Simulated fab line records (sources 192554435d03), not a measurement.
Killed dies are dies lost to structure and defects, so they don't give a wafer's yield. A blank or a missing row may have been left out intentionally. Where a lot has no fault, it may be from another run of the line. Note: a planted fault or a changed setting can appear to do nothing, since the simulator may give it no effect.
Chamber matching / flow n5 finfet / rie diel-06 running N5_BEOL_M6_ETCH_72: 4 sister chambers
The step etches underlayer in N2/H2, target depth 6.5 nm, time 5.2 s. 4 wafers are shown with their chamber, then 10 later ones without.

## EACH WAFER AND ITS CHAMBER
wafer=L093.1; chamber=0; drypump motor current A (A)=6.1
wafer=L093.2; chamber=1; drypump motor current A (A)=6.1
wafer=L093.4; chamber=3; drypump motor current A (A)=5.8
wafer=L093.5; chamber=2; drypump motor current A (A)=5.1

## WAFERS MISSING THEIR CHAMBER
wafer=L093.6; drypump motor current A (A)=5.8
wafer=L092.2; drypump motor current A (A)=6.2
wafer=L092.3; drypump motor current A (A)=5.8
wafer=L092.4; drypump motor current A (A)=5.1
wafer=L096.2; drypump motor current A (A)=6.1
wafer=L096.3; drypump motor current A (A)=5.8
wafer=L096.6; drypump motor current A (A)=6.1
wafer=L097.1; drypump motor current A (A)=6.2
wafer=L097.3; drypump motor current A (A)=6.1
wafer=L097.4; drypump motor current A (A)=5.1

## EACH ONE'S CHAMBER
wafer=L093.6; from the rows above=3; in truth=3
wafer=L092.2; from the rows above=can't be placed: 0 or 1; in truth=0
wafer=L092.3; from the rows above=3; in truth=3
wafer=L092.4; from the rows above=2; in truth=2
wafer=L096.2; from the rows above=can't be placed: 0 or 1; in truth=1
wafer=L096.3; from the rows above=3; in truth=3
wafer=L096.6; from the rows above=can't be placed: 0 or 1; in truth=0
wafer=L097.1; from the rows above=can't be placed: 0 or 1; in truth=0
wafer=L097.3; from the rows above=can't be placed: 0 or 1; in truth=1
wafer=L097.4; from the rows above=2; in truth=2
5 of 10 placed correctly. Unplaceable from these rows: 5, with the true chamber sitting among the candidates in 5. Wrongly placed: 0.
How it was worked out, from the rows above alone: a wafer's distance from a chamber is the root of the sum, over the readings, of the square of ((its reading less the chamber's mean) divided by the reading's scatter). The wafer belongs to the nearest chamber; if the next one is less than 2 further off, it can't be placed. Each chamber's mean is taken over the wafers shown for it. The scatter: with one shown wafer a chamber, the root of the mean of the squares of how far each hidden wafer lies from its nearest shown one.
